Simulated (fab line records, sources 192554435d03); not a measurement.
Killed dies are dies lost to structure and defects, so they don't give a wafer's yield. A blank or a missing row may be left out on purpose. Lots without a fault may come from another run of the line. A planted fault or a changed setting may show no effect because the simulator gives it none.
Chamber matching | flow n5_finfet | N5_BEOL_M5_CURE_79 on uv_cure-03: 3 sister chambers
The step cures SiCOH lowk, time 240 s. 6 wafers are shown with their chamber, then 10 later ones without.

WAFERS WITH THEIR CHAMBER
wafer  | chamber | wafer_temp_C_max | lamp_power_pct (%)
L083.4 | 2       | 387.4            | 52.38
L083.5 | 2       | 387.9            | 52.29
L086.3 | 1       | 386.1            | 52.31
L086.5 | 1       | 386.6            | 52.31
L085.2 | 0       | 386.3            | 52.36
L085.4 | 0       | 386.9            | 52.33

WAFERS WITHOUT THEIR CHAMBER
wafer  | wafer_temp_C_max | lamp_power_pct (%)
L085.5 | 386.8            | 52.30
L088.1 | 387.7            | 52.28
L088.3 | 387.6            | 52.27
L088.5 | 387.2            | 52.25
L089.1 | 387.6            | 52.32
L089.5 | 386.7            | 52.31
L089.6 | 386.2            | 52.21
L097.1 | 386.6            | 52.30
L097.3 | 386.8            | 52.29
L097.5 | 387.1            | 52.23

WHICH CHAMBER EACH WENT THROUGH
wafer  | from the rows above          | in truth
L085.5 | can't be placed: 1 or 0 or 2 | 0
L088.1 | can't be placed: 2 or 0      | 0
L088.3 | can't be placed: 2 or 0 or 1 | 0
L088.5 | can't be placed: 2 or 1 or 0 | 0
L089.1 | 2                            | 2
L089.5 | can't be placed: 1 or 0 or 2 | 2
L089.6 | can't be placed: 1 or 0      | 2
L097.1 | can't be placed: 1 or 0      | 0
L097.3 | can't be placed: 1 or 0 or 2 | 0
L097.5 | can't be placed: 1 or 2 or 0 | 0
Placed correctly: 1 of 10. Can't be placed from these rows: 9 (the true chamber is among the candidates in 8). Placed wrongly: 0.
How it was worked out, from the rows above alone: a wafer's distance from a chamber is the root of the sum, over the readings, of the square of ((its reading less the chamber's mean) divided by the reading's scatter). The wafer belongs to the nearest chamber; if the next one is less than 2 further off, it can't be placed. A chamber's mean is the mean of its shown wafers. The scatter: the root of (the sum of the squares of (reading less its chamber's mean) over the shown wafers, divided by (wafers less chambers)).
